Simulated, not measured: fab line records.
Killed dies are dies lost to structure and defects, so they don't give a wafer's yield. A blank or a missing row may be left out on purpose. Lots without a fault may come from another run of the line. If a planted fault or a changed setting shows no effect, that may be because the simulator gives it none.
What tool caused it? ; flow nand harc ; 42 wafers from 14 lots sampled at 5 of the route's 1302 steps

== WHAT EACH GAUGE READ, for each wafer ==
NHARC_END_SORT_01.
lot;measured;on;killed at array;killed at other;killed at periphery;killed dies;killed open;killed short
L929;day 25 05:00;prober-02;24 27 26;0 0 0;1 2 2;25 29 28;3 4 0;1 4 3
L934;day 26 00:33;prober-02;47 51 44;1 2 1;4 4 1;52 57 46;6 4 2;2 3 6
L937;day 27 10:05;prober-01;37 32 32;1 1 4;3 3 2;41 36 38;4 6 2;5 2 2
L936;day 27 10:03;prober-02;93 79 86;0 0 0;0 0 2;93 79 88;7 4 5;7 4 3
L935;day 27 19:41;prober-01;91 88 90;1 1 1;3 4 4;95 93 95;3 3 3;1 3 2
L938;day 27 19:41;prober-02;58 70 85;2 1 1;3 0 0;63 71 86;5 11 1;4 1 3
L939;day 29 16:10;prober-01;53 47 53;1 2 1;8 6 5;62 55 59;2 3 1;5 1 4
L941;day 29 16:53;prober-02;83 74 85;0 1 0;2 0 1;85 75 86;4 2 5;3 1 3
L940;day 30 00:39;prober-02;78 83 77;1 0 0;5 9 3;84 92 80;3 3 4;2 4 3
L942;day 30 00:05;prober-01;50 50 39;0 0 0;3 3 6;53 53 45;2 2 4;0 1 1
L943;day 30 10:47;prober-01;25 21 21;0 0 0;3 1 6;28 22 27;4 1 2;4 2 4
L947;day 31 00:34;prober-02;132 154 128;6 1 1;5 1 4;143 156 133;4 3 0;5 2 5
L946;day 31 11:14;prober-02;138 125 143;0 4 0;3 7 4;141 136 147;2 5 3;3 2 1
L948;day 33 11:44;prober-01;67 56 60;0 0 0;6 4 5;73 60 65;4 2 2;3 2 1

== WHICH TOOL RAN EACH LOT (tool, then ch and the chambers of the sampled wafers, then the start) ==
lot;NHARC_A_CONTACT_ETCH_126;NHARC_THIN_TSV_PVD_19;NHARC_THIN_TSV_PVD_51;NHARC_THIN_TSV_STRIP_56
L929;har cap etch-01 ch 0,1, day 22 13:50;pvd sputter-02, day 24 19:01 or earlier;pvd sputter-02, day 24 19:01 or earlier;plasma asher-01 ch 0,1, day 24 19:01
L934;har cap etch-02 ch 0,1, day 23 16:56;pvd sputter-02, day 25 14:15 or earlier;pvd sputter-02, day 25 14:15 or earlier;plasma asher-02 ch 0, day 25 14:15
L937;har cap etch-01 ch 0,1, day 24 23:55;pvd sputter-01, day 27 02:43 or earlier;pvd sputter-01, day 27 02:43 or earlier;plasma asher-01 ch 0,1, day 27 02:43
L936;har cap etch-03 ch 0,1, day 25 00:58;pvd sputter-01, day 27 01:40 or earlier;pvd sputter-01, day 27 01:40 or earlier;plasma asher-02 ch 0,1, day 27 01:40
L935;har cap etch-01 ch 0, day 25 07:48;pvd sputter-01, day 27 09:49 or earlier;pvd sputter-01, day 27 09:49 or earlier;plasma asher-02 ch 0,1, day 27 09:49
L938;har cap etch-01 ch 0,1, day 25 11:32;pvd sputter-02, day 27 11:07 or earlier;pvd sputter-02, day 27 11:07 or earlier;plasma asher-01 ch 0,1, day 27 11:07
L939;har cap etch-02 ch 0,1, day 27 02:58;pvd sputter-02, day 29 05:20 or earlier;pvd sputter-02, day 29 05:20 or earlier;plasma asher-02 ch 0,1, day 29 05:20
L941;har cap etch-03 ch 0, day 27 06:41;pvd sputter-01, day 29 08:22 or earlier;pvd sputter-01, day 29 08:22 or earlier;plasma asher-02 ch 0,1, day 29 08:22
L940;har cap etch-01 ch 0,1, day 27 07:52;pvd sputter-03, day 29 12:55 or earlier;pvd sputter-03, day 29 12:55 or earlier;plasma asher-01 ch 0,1, day 29 12:55
L942;har cap etch-02 ch 0,1, day 27 10:51;pvd sputter-02, day 29 14:13 or earlier;pvd sputter-02, day 29 14:13 or earlier;plasma asher-02 ch 0,1, day 29 14:13
L943;har cap etch-02 ch 0,1, day 28 02:03;pvd sputter-02, day 30 01:58 or earlier;pvd sputter-02, day 30 01:58 or earlier;plasma asher-02 ch 0,1, day 30 01:58
L947;har cap etch-03 ch 0,1, day 28 13:39;pvd sputter-01, day 30 15:42 or earlier;pvd sputter-01, day 30 15:42 or earlier;plasma asher-01 ch 1, day 30 15:42
L946;har cap etch-03 ch 0,1, day 29 01:19;pvd sputter-02, day 31 02:07 or earlier;pvd sputter-02, day 31 02:07 or earlier;plasma asher-01 ch 0,1, day 31 02:07
L948;har cap etch-01 ch 0,1, day 30 12:07;pvd sputter-01, day 32 19:31 or earlier;pvd sputter-01, day 32 19:31 or earlier;plasma asher-01 ch 0,1, day 32 19:31
- NHARC_A_CONTACT_ETCH_126: etches the open film in C4F8/O2/Ar, time 197 s, target depth 1918 nm.
- NHARC_THIN_TSV_PVD_19: deposits TaN, target thk 20 nm.
- NHARC_THIN_TSV_PVD_51: deposits Cu, target thk 100 nm.
- NHARC_THIN_TSV_STRIP_56: strips in O2.

== AS READ BY THE TOOLS THEMSELVES (means over the sampled wafers that have a number; for cases with no such wafer, the mark the record gives instead) ==
NHARC_THIN_TSV_PVD_19.
lot;tool;throttle valve pct (%)
L929;pvd sputter-02;29.9
L934;pvd sputter-02;28.9
L937;pvd sputter-01;29.7
L936;pvd sputter-01;29.6
L935;pvd sputter-01;29.3
L938;pvd sputter-02;28.9
L939;pvd sputter-02;29.4
L941;pvd sputter-01;29.9
L940;pvd sputter-03;30.0
L942;pvd sputter-02;29.9
L943;pvd sputter-02;29.1
L947;pvd sputter-01;29.8
L946;pvd sputter-02;29.5
L948;pvd sputter-01;29.7

NHARC_THIN_TSV_PVD_51.
lot;tool;throttle valve pct (%)
L929;pvd sputter-02;29.7
L934;pvd sputter-02;30.1
L937;pvd sputter-01;30.2
L936;pvd sputter-01;29.4
L935;pvd sputter-01;29.9
L938;pvd sputter-02;28.7
L939;pvd sputter-02;29.2
L941;pvd sputter-01;29.7
L940;pvd sputter-03;29.7
L942;pvd sputter-02;29.9
L943;pvd sputter-02;29.3
L947;pvd sputter-01;29.7
L946;pvd sputter-02;29.2
L948;pvd sputter-01;30.3

NHARC_THIN_TSV_STRIP_56.
lot;tool;drypump motor current A (A);heater power w (W)
L929;plasma asher-01;6.0;375
L934;plasma asher-02;4.7;359
L937;plasma asher-01;6.0;380
L936;plasma asher-02;5.3;336
L935;plasma asher-02;5.3;337
L938;plasma asher-01;5.7;375
L939;plasma asher-02;5.3;342
L941;plasma asher-02;5.3;337
L940;plasma asher-01;6.0;377
L942;plasma asher-02;5.3;337
L943;plasma asher-02;5.3;338
L947;plasma asher-01;6.3;375
L946;plasma asher-01;6.0;373
L948;plasma asher-01;6.1;374

== THE ANSWER, worked out from the rows above alone ==
Rule: usual is defined by the lots themselves. Put in order of their means at a reading, lots are off if they are a third of the lots or fewer, leave a main group of 4 or more, and stand apart from it by a gap of 3 or more times the standard deviation of the main group's means; of several such gaps the widest counts. If all means in a main group match to the digits the tables above print for the reading, that group is not used. A lot without any number at a reading at which 4 lots or more have one is off too. Where the step has rows for the other lots, those lots are counted as sound. The gauges are gone through in route order, then the tools' own readings, and for those a lot's mean is taken as printed above. The first step at which some lot is off is used, and at that step the reading that is off furthest; a lot without a number counts as furthest.
None of the lots is off at any reading shown; this tells nothing.

== WHAT HAD BEEN PUT IN BY THE SIMULATOR ==
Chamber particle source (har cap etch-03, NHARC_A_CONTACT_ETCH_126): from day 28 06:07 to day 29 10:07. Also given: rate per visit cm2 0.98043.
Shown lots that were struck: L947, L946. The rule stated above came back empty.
